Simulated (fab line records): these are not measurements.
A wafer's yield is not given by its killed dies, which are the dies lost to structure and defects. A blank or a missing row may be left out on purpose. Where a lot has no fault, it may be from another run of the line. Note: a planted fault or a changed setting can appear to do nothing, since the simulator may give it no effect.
fab line records ; flow nand-harc
record lots=14; wafers=42; last-day=34
route steps=1302 shown A_CHANNEL_HOLE_D2@586
lots untouched by any fault: they come from a run of this same line in which no faults occurred
start-h: start of the lot's first displayed wafer, in hours after the record's first day ; wait-h: hours from the lot's prior step to this one ; " unchanged from the row above ; L1.1+2: a row that stands for several wafers ; - no value, or no start given ; * or withheld: withheld ; < > ~ a bound
route shown NAME@n: a module of which the file shows steps, and the number in the route of the first ; usual: mean and standard deviation over wafers with no fault ; same: alike in all rows ; chamber/n: place in a boat ; sites: per-site readings ; _std_site: their standard deviation ; _edge_site: inner sites' mean taken away from outer sites' mean ; radius-mm: for every site, how far away it sits from the centre of the wafer ; mask NAME#n: copy n ; behind: tool/chamber where the wafer was last shaped ; hold: reason for holding the lot/hours on hold/outcome of the hold ; device: which transistor (n, p or np) failed to switch ; end of line: tests run on the same wafers once the route is complete ; where a step has no rows: the recipe by itself ; killed: dies lost to structure and defects at the first sort, not the wafer's yield ; map: a wafer's dies, x killed, . not, _ none there
set.NAME: the setting the step ran with; set.NAME@STEP: the setting that earlier step ran with ; model.NAME: the simulator's own value behind a step, which no gauge read
the route's steps for a sample of lots (tables are steps, rows are wafers)
services: the hour from which a tool's chamber was out of use, counted from the record's first day as start-h (under 0 if before that day), plus the number of hours and why
## steps
# step NHARC_A_CHANNEL_HOLE_D2_ETCH_38
# recipe target-depth-a=390; over-etch-frac=0.3; time-s=65; ion-energy-ev=80; cf4-flow-sccm=150; ar-flow-sccm=0; rf-w=300; bias-w=100; chemistry=CF4
# usual drypump-motor-current-A=5.5/0.4; oes-product-au=0.999/0.0077; rf-vpp-V=150.6/1.1; run-length-s=86.2/0.43; showerhead-plenum-p-Torr=1.73/0.054; throttle-valve-pct=13.283/0.0081
lot.wafer;tool;chamber;start-h;wait-h;drypump-motor-current-A;oes-product-au;rf-hours-counter-h;rf-vpp-V;run-length-s;showerhead-plenum-p-Torr;throttle-valve-pct
L386.4;rie-diel-09;3;296.79;0.1;5.0;0.999;9.4;151.2;86.0;1.77;13.262
L386.2;rie-diel-09;1;296.79;0.1;5.2;1.018;7.7;151.7;85.5;1.83;13.281
L386.6;rie-diel-09;3;296.79;0.1;5.0;1.002;-;150.1;86.1;1.77;13.298
L385.4;rie-diel-02;0;297.11;0.1;6.3;0.994;2.4;151.0;86.1;1.75;13.277
L385.2;rie-diel-02;2;297.11;0.1;5.8;1.005;3.0;150.7;86.1;1.67;13.277
L385.6;rie-diel-02;0;297.11;0.1;6.4;0.999;-;148.9;86.3;1.75;13.283
L388.1;rie-diel-06;2;317.85;0.1;6.3;1.002;0.0;150.1;86.0;1.71;13.279
L388.2;rie-diel-06;3;317.85;0.1;5.7;0.990;0.0;150.4;86.3;1.77;13.280
L388.4;rie-diel-06;2;317.85;0.1;6.4;1.002;-;151.5;85.7;1.71;13.286
L387.3;rie-diel-09;1;318.18;0.1;5.2;0.993;9.1;151.9;85.7;1.83;13.285
L387.4;rie-diel-09;2;318.18;0.1;5.5;0.996;10.2;150.1;85.8;1.65;13.284
L387.1;rie-diel-09;3;318.18;0.1;5.0;1.002;11.2;150.7;86.0;1.77;13.280
L390.2;rie-diel-02;0;337.69;0.1;6.3;1.004;4.8;151.6;86.2;1.75;13.293
L390.1;rie-diel-02;3;337.69;0.1;5.6;0.995;4.4;150.7;86.4;1.75;13.289
L390.6;rie-diel-02;1;337.69;0.1;5.6;1.006;-;149.8;86.7;1.68;13.280
L389.4;rie-diel-09;3;338.41;0.1;5.0;0.999;0.4;150.4;86.2;1.77;13.280
L389.1;rie-diel-09;0;338.41;0.1;5.1;0.999;0.5;150.9;86.7;1.73;13.275
L389.6;rie-diel-09;3;338.41;0.1;5.0;0.991;-;152.2;86.1;1.77;13.278
L391.4;rie-diel-09;3;362.93;0.1;5.0;1.006;1.7;151.9;85.8;1.77;13.290
L391.1;rie-diel-09;0;362.93;0.1;5.1;1.004;1.8;149.2;87.1;1.73;13.283
L391.6;rie-diel-09;1;362.93;0.1;5.2;1.016;-;150.1;85.4;1.83;13.287
L393.1;rie-diel-09;0;389.06;0.1;5.1;1.004;3.1;150.7;86.6;1.73;13.300
L393.4;rie-diel-09;3;389.06;0.1;5.0;0.997;3.1;150.6;86.1;1.77;13.287
L393.5;rie-diel-09;1;389.06;0.1;5.2;1.002;-;150.6;85.8;1.83;13.289
L394.2;rie-diel-09;3;401.86;0.1;5.0;0.992;4.3;150.6;85.9;1.77;13.292
L394.1;rie-diel-09;1;401.86;0.1;5.2;1.011;4.7;151.5;85.6;1.83;13.287
L394.5;rie-diel-09;0;401.86;0.1;5.1;1.001;-;151.5;86.7;1.73;13.278
L396.1;rie-diel-06;1;405.45;0.1;5.8;1.001;2.6;151.7;86.6;1.73;13.270
L396.2;rie-diel-06;2;405.45;0.1;6.3;1.007;5.4;150.8;85.6;1.71;13.278
L396.5;rie-diel-06;3;405.45;0.1;5.7;0.986;-;151.7;86.5;1.77;13.270
L400.3;rie-diel-02;2;445.25;0.1;5.8;1.007;2.0;150.7;86.3;1.67;13.271
L400.1;rie-diel-02;3;445.25;0.1;5.7;1.001;1.9;150.8;86.2;1.75;13.286
L400.6;rie-diel-02;1;445.25;0.1;5.6;0.995;-;149.4;86.7;1.68;13.294
L407.4;rie-diel-09;2;516.51;0.1;5.5;1.000;0.1;150.9;86.3;1.65;13.275
L407.2;rie-diel-09;3;516.51;0.1;5.0;1.007;0.2;150.8;85.8;1.77;13.282
L407.6;rie-diel-09;0;516.51;0.1;5.1;1.011;-;151.6;86.7;1.72;13.275
L406.2;rie-diel-02;0;517.52;0.1;6.3;0.981;6.5;150.6;86.2;1.75;13.299
L406.1;rie-diel-02;1;517.52;0.1;5.6;0.996;7.4;150.2;87.1;1.68;13.286
L406.3;rie-diel-02;2;517.52;0.1;5.8;1.004;7.2;148.8;86.0;1.66;13.281
L408.4;rie-diel-09;2;528.92;0.1;5.5;0.992;0.9;150.2;86.0;1.65;13.273
L408.5;rie-diel-09;0;528.92;0.1;5.1;1.007;-;148.6;87.1;1.72;13.277
L408.6;rie-diel-09;1;528.92;0.1;5.2;1.014;-;153.6;85.5;1.82;13.281
# step NHARC_A_CHANNEL_HOLE_D2_ETCH_21
# recipe bias-v=3000; source-w=withheld; pressure-mtorr=20; time-s=514.3; ar-flow-sccm=375; c4f8-flow-sccm=89.3; o2-flow-sccm=35.7; temp-c=-20; target-depth-a=16000; chemistry=C4F8/O2/Ar
# usual drypump-motor-current-A=5.60/0.22; he-backside-leak-sccm=6.1/0.86; run-length-s=499.3/0; showerhead-plenum-p-Torr=3.68/0.17; throttle-valve-pct=32.155/0.0091
lot.wafer;tool;chamber;start-h;wait-h;drypump-motor-current-A;he-backside-leak-sccm;rf-hours-counter-h;run-length-s;showerhead-plenum-p-Torr;throttle-valve-pct
L386.2;har-etch-02;1;299.83;0.3;5.31;6.0;349;499.3;3.51;32.169
L386.4;har-etch-02;1;299.83;0.3;5.30;5.7;-;499.3;3.51;32.157
L386.6;har-etch-02;0;299.83;0.3;5.58;6.8;-;499.3;3.42;32.152
L385.2;har-etch-01;0;303.64;0.3;5.69;5.1;152;499.3;3.66;32.153
L385.4;har-etch-01;0;303.64;0.3;5.67;10.2;-;499.3;3.66;32.148
L385.6;har-etch-01;1;303.64;0.3;5.90;6.7;-;499.3;3.65;32.155
L388.1;har-etch-01;0;319.55;0.3;5.68;5.6;160;499.3;3.65;32.147
L388.2;har-etch-01;1;319.55;0.3;5.89;6.5;160;499.3;3.64;32.158
L388.4;har-etch-01;1;319.55;0.3;5.89;6.8;-;499.3;3.64;32.160
L387.1;har-etch-02;1;319.78;0.3;5.31;6.1;361;499.3;3.51;32.154
L387.4;har-etch-02;0;319.78;0.3;5.57;7.1;-;499.3;3.41;32.148
L387.3;har-etch-02;1;319.78;0.3;5.30;6.1;-;499.3;3.51;32.145
L390.2;har-etch-02;1;339.21;0.3;5.32;6.0;372;499.3;3.50;32.165
L390.1;har-etch-02;0;339.21;0.3;5.56;7.1;387;499.3;3.40;32.160
L390.6;har-etch-02;1;339.21;0.3;5.29;6.1;-;499.3;3.50;32.153
L389.1;har-etch-01;1;340.71;0.3;5.89;6.6;176;499.3;3.64;32.167
L389.4;har-etch-01;0;340.71;0.3;5.66;5.5;-;499.3;3.65;32.170
L389.6;har-etch-01;1;340.71;0.3;5.91;6.7;-;499.3;3.64;32.159
L391.1;har-etch-02;1;364.52;0.3;5.30;6.2;383;499.3;3.49;32.150
L391.4;har-etch-02;1;364.52;0.3;5.29;6.0;-;499.3;3.49;32.154
L391.6;har-etch-02;1;364.52;0.3;5.29;6.0;-;499.3;3.49;32.174
L393.1;har-etch-01;1;390.66;0.3;5.89;6.7;202;499.3;3.62;32.137
L393.4;har-etch-01;0;390.66;0.3;5.67;5.5;-;499.3;3.63;32.148
L393.5;har-etch-01;0;390.66;0.3;5.68;5.8;-;499.3;3.63;32.166
L394.1;har-etch-02;1;410.50;0.3;5.28;4.9;15;499.3;3.92;32.151
L394.2;har-etch-02;0;410.50;0.3;5.59;5.8;15;499.3;3.92;32.159
L394.5;har-etch-02;0;410.50;0.3;5.58;5.8;-;499.3;3.92;32.147
L396.2;har-etch-01;0;414.29;0.3;5.65;5.9;210;499.3;3.63;32.153
L396.1;har-etch-01;1;414.29;0.3;5.87;7.0;210;499.3;3.62;32.176
L396.5;har-etch-01;0;414.29;0.3;5.65;6.4;-;499.3;3.63;32.148
L400.1;har-etch-02;1;446.76;0.3;5.30;5.1;42;499.3;3.91;32.151
L400.3;har-etch-02;1;446.76;0.3;5.30;5.1;-;499.3;3.91;32.161
L400.6;har-etch-02;1;446.76;0.3;5.31;5.2;-;499.3;3.91;32.155
L407.2;har-etch-01;1;518.09;0.3;5.89;7.1;272;499.3;3.58;32.143
L407.4;har-etch-01;1;518.09;0.3;5.89;7.5;-;499.3;3.58;32.160
L407.6;har-etch-01;1;518.09;0.3;5.91;7.1;-;499.3;3.58;32.170
L406.1;har-etch-02;1;522.05;0.3;5.30;5.3;83;499.3;3.89;32.153
L406.2;har-etch-02;0;522.05;0.3;5.58;5.9;83;499.3;3.89;32.161
L406.3;har-etch-02;1;522.05;0.3;5.29;5.1;-;499.3;3.89;32.144
L408.4;har-etch-02;0;531.09;0.3;5.57;5.8;-;499.3;3.88;32.155
L408.6;har-etch-02;0;531.09;0.3;5.57;5.9;-;499.3;3.88;32.156
L408.5;har-etch-02;1;531.09;0.3;5.27;5.2;-;499.3;3.88;32.158
# step NHARC_A_CHANNEL_HOLE_D2_ETCH_44
# recipe target-depth-a=1400; overetch-a=140; time-s=77; ion-energy-ev=100; cf4-flow-sccm=80; o2-flow-sccm=20; ar-flow-sccm=0; rf-w=300; bias-w=100; chemistry=CF4/O2
# usual drypump-motor-current-A=5.5/0.43; oes-product-au=0.998/0.0078; rf-vpp-V=197.5/1.1; run-length-s=98.2/0.44; showerhead-plenum-p-Torr=1.31/0.041; throttle-valve-pct=13.397/0.0092
lot.wafer;tool;chamber;start-h;wait-h;drypump-motor-current-A;oes-product-au;rf-hours-counter-h;rf-vpp-V;run-length-s;showerhead-plenum-p-Torr;throttle-valve-pct
L386.4;rie-diel-09;3;304.07;0.1;5.0;1.006;10.3;200.3;98.1;1.34;13.393
L386.2;rie-diel-09;0;304.07;0.1;5.1;1.008;8.4;197.0;98.7;1.30;13.382
L386.6;rie-diel-09;2;304.07;0.1;5.5;1.001;-;196.6;98.2;1.24;13.408
L385.2;rie-diel-02;3;307.87;0.0;5.6;1.001;2.8;197.7;98.1;1.32;13.400
L385.4;rie-diel-02;0;307.87;0.0;6.4;1.007;3.2;197.8;98.1;1.32;13.398
L385.6;rie-diel-02;0;307.87;0.0;6.3;1.002;-;197.5;98.0;1.32;13.400
L388.2;rie-diel-06;2;323.92;0.1;6.4;1.001;1.6;197.0;98.1;1.29;13.389
L388.1;rie-diel-06;3;323.92;0.1;5.7;0.997;1.6;196.5;98.3;1.34;13.398
L388.4;rie-diel-06;0;323.92;0.1;5.4;1.012;-;198.8;98.4;1.36;13.391
L387.1;rie-diel-06;2;324.47;0.5;6.4;1.006;1.8;197.5;97.6;1.29;13.394
L387.3;rie-diel-06;3;324.47;0.5;5.7;0.993;1.8;197.3;97.8;1.34;13.398
L387.4;rie-diel-06;2;324.47;0.5;6.4;0.997;-;196.1;98.3;1.29;13.410
L390.2;rie-diel-09;3;343.49;0.1;5.0;0.996;0.9;199.7;98.3;1.34;13.395
L390.1;rie-diel-09;1;343.49;0.1;5.2;0.993;1.1;198.1;97.6;1.38;13.392
L390.6;rie-diel-09;0;343.49;0.1;5.1;0.998;-;196.9;98.7;1.30;13.396
L389.4;rie-diel-09;1;345.00;0.1;5.2;0.999;1.3;199.9;97.7;1.38;13.401
L389.1;rie-diel-09;0;345.00;0.1;5.1;1.000;1.1;198.7;98.8;1.30;13.388
L389.6;rie-diel-09;2;345.00;0.1;5.5;0.997;-;196.3;98.2;1.24;13.395
L391.1;rie-diel-09;1;368.74;0.0;5.2;1.003;2.8;197.8;97.8;1.38;13.394
L391.4;rie-diel-09;2;368.74;0.0;5.5;0.997;2.6;196.6;98.6;1.24;13.400
L391.6;rie-diel-09;2;368.74;0.0;5.5;0.992;-;195.0;98.0;1.24;13.412
L393.4;rie-diel-09;3;410.25;0.0;5.0;0.987;5.1;196.7;97.8;1.34;13.392
L393.1;rie-diel-09;2;410.25;0.0;5.5;0.993;5.2;195.0;97.9;1.24;13.390
L393.5;rie-diel-09;0;410.25;0.0;5.1;0.995;-;195.8;99.1;1.30;13.395
L394.1;rie-diel-06;1;414.80;0.1;5.8;0.974;4.0;197.0;98.0;1.31;13.411
L394.2;rie-diel-06;0;414.80;0.1;5.4;0.993;6.1;197.2;98.1;1.36;13.405
L394.5;rie-diel-06;2;414.80;0.1;6.4;0.991;-;197.0;98.1;1.29;13.391
L396.1;rie-diel-06;3;418.57;0.1;5.7;0.973;5.6;198.6;98.0;1.33;13.404
L396.2;rie-diel-06;0;418.57;0.1;5.4;1.000;6.3;197.7;98.3;1.36;13.408
L396.5;rie-diel-06;3;418.57;0.1;5.7;0.993;-;199.4;98.1;1.34;13.384
L400.1;rie-diel-02;2;451.06;0.0;5.8;1.001;2.5;196.1;97.9;1.25;13.386
L400.3;rie-diel-02;0;451.06;0.0;6.3;0.988;2.3;198.3;98.3;1.32;13.399
L400.6;rie-diel-02;2;451.06;0.0;5.8;0.996;-;196.0;98.5;1.25;13.387
L407.4;rie-diel-06;0;522.30;0.0;5.4;1.011;2.3;197.3;98.3;1.36;13.389
L407.2;rie-diel-06;2;522.30;0.0;6.4;0.999;1.3;195.2;97.6;1.29;13.411
L407.6;rie-diel-06;0;522.30;0.0;5.4;1.013;-;198.7;98.4;1.36;13.400
L406.2;rie-diel-09;3;526.35;0.1;5.0;0.992;0.7;198.4;97.9;1.34;13.393
L406.3;rie-diel-09;0;526.35;0.1;5.2;1.008;0.8;197.3;90.3;1.30;13.386
L406.1;rie-diel-09;1;526.35;0.1;5.2;1.004;0.9;198.3;97.3;1.38;13.372
L408.4;rie-diel-09;2;535.26;0.1;5.5;0.998;1.7;196.2;97.9;1.24;13.392
L408.6;rie-diel-09;3;535.26;0.1;5.0;0.999;-;198.3;98.2;1.34;13.381
L408.5;rie-diel-09;0;535.26;0.1;5.1;1.017;-;197.0;90.9;1.30;13.398
# step NHARC_A_CHANNEL_HOLE_D2_XSEM_32
# recipe landing-energy-ev=35000
# usual bot-cd-nm=74.6/1.3; bow-nm=8.58/0.28; tilt-deg=0.07/0.035
lot.wafer;tool;chamber;start-h;wait-h;bot-cd-nm;bow-nm;tilt-deg
L386.2;xsem-01;0;304.95;0.1;75.3;8.81;0.09
L386.4;xsem-01;0;304.95;0.1;76.2;8.81;0.09
L386.6;xsem-01;0;304.95;0.1;76.5;8.82;0.09
L385.2;xsem-02;0;308.75;0.1;74.4;8.57;0.03
L385.4;xsem-02;0;308.75;0.1;75.2;8.58;0.03
L385.6;xsem-02;0;308.75;0.1;74.3;8.53;0.04
L388.1;xsem-02;0;324.92;0.1;76.3;8.19;0.06
L388.2;xsem-02;0;324.92;0.1;77.7;8.14;0.06
L388.4;xsem-02;0;324.92;0.1;76.5;8.16;0.06
L387.1;xsem-01;0;325.61;0.1;74.3;8.49;0.11
L387.3;xsem-01;0;325.61;0.1;74.6;8.56;0.11
L387.4;xsem-01;0;325.61;0.1;74.6;8.60;0.11
L390.1;xsem-02;0;344.38;0.1;75.5;8.40;0.03
L390.2;xsem-02;0;344.38;0.1;77.2;8.40;0.03
L390.6;xsem-02;0;344.38;0.1;76.0;8.36;0.03
L389.1;xsem-01;0;345.92;0.1;74.7;9.18;0.03
L389.4;xsem-01;0;345.92;0.1;73.8;9.09;0.03
L389.6;xsem-01;0;345.92;0.1;73.9;9.15;0.03
L391.1;xsem-02;0;369.63;0.1;73.4;8.45;0.05
L391.4;xsem-02;0;369.63;0.1;74.8;8.35;0.05
L391.6;xsem-02;0;369.63;0.1;74.5;8.40;0.05
L393.1;xsem-01;0;411.14;0.1;76.3;8.54;0.04
L393.4;xsem-01;0;411.14;0.1;75.8;8.60;0.04
L393.5;xsem-01;0;411.14;0.1;76.7;8.63;0.04
L394.1;xsem-02;0;415.69;0.1;73.8;8.42;0.10
L394.2;xsem-02;0;415.69;0.1;75.8;8.38;0.10
L394.5;xsem-02;0;415.69;0.1;75.8;8.39;0.10
L396.1;xsem-01;0;419.46;0.1;73.6;8.24;0.07
L396.2;xsem-01;0;419.46;0.1;73.2;8.28;0.07
L396.5;xsem-01;0;419.46;0.1;73.1;8.30;0.07
L400.1;xsem-01;0;451.94;0.1;74.4;8.76;0.12
L400.3;xsem-01;0;451.94;0.1;74.0;8.74;0.12
L400.6;xsem-01;0;451.94;0.1;74.6;8.77;0.12
L407.2;xsem-02;0;523.19;0.1;74.7;8.95;0.02
L407.4;xsem-02;0;523.19;0.1;75.4;9.00;0.02
L407.6;xsem-02;0;523.19;0.1;72.9;8.93;0.02
L406.1;xsem-01;0;527.22;0.1;72.9;8.74;0.03
L406.2;xsem-01;0;527.22;0.1;73.7;8.78;0.03
L406.3;xsem-01;0;527.22;0.1;72.5;8.85;0.03
L408.4;xsem-02;0;536.14;0.1;77.3;9.02;0.06
L408.5;xsem-02;0;536.14;0.1;75.1;8.90;0.06
L408.6;xsem-02;0;536.14;0.1;74.3;9.03;0.06
## services
tool;chamber;start-h;hours;kind
rie-diel-09;0;274.90;-;clean
rie-diel-09;1;274.90;-;clean
rie-diel-09;2;274.90;-;clean
rie-diel-09;3;274.90;-;clean
rie-diel-06;-;280.95;0.7;repair
rie-diel-06;3;291.55;16.6;repair
rie-diel-09;0;299.40;-;clean
rie-diel-06;1;301.19;52.1;repair
rie-diel-06;-;307.20;9.0;pm
rie-diel-02;-;317.65;0.4;repair
rie-diel-09;-;320.39;9.0;pm
rie-diel-06;3;326.31;1.7;repair
rie-diel-02;1;366.34;5.1;repair
rie-diel-02;-;366.76;2.8;repair
xsem-01;-;374.00;14.0;pm
rie-diel-06;3;376.22;10.1;repair
har-etch-02;-;377.00;17.0;pm
rie-diel-09;1;377.19;9.8;repair
rie-diel-02;-;393.70;9.0;pm
rie-diel-02;0;411.22;5.0;repair
rie-diel-06;1;459.50;10.0;repair
xsem-02;-;460.63;2.7;repair
rie-diel-06;-;484.20;9.0;pm
rie-diel-09;-;497.39;9.0;pm
## key
first-sign step=NHARC_A_CHANNEL_HOLE_D2_ETCH_44; reading=run-length-s; direction=down; sigmas=17; usual=*; struck=*
effect none on later readings
met-at NHARC_A_CHANNEL_HOLE_D2_ETCH_44
struck-lots L406,L408
struck-wafers L406.3,L408.5
later-rows-left-out L406.3,L408.5
sort-left-out L406.3,L408.5
tester-left-out L406,L408
not-acting-at NHARC_A_CHANNEL_HOLE_D2_ETCH_38,NHARC_A_CHANNEL_HOLE_D2_ETCH_21,NHARC_A_CHANNEL_HOLE_D2_XSEM_32
onset-between 410.25 526.35
fault kind=process-parameter-drift; tool=rie-diel-09; chamber=0; onset-h=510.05; steps=NHARC_A_CHANNEL_HOLE_D2_ETCH_44; channel=time-s; offset=*; shape=step; end-h=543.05; acts-in=*; stated=*
# tester-left-out: of these lots the tester's yield and bins aren't shown, on N5 and GAA mostly nor the transistor test; their killed dies are dies lost to structure and defects alone, not to doping, threshold or leakage, so they don't give the yield
# sort-left-out: the simulated sort isn't trusted on such a fault, so these wafers' sort isn't shown, and their yield isn't known
# later-rows-left-out: the simulator's readings of these wafers behind a module that went badly wrong aren't trusted and aren't shown, but for the sort
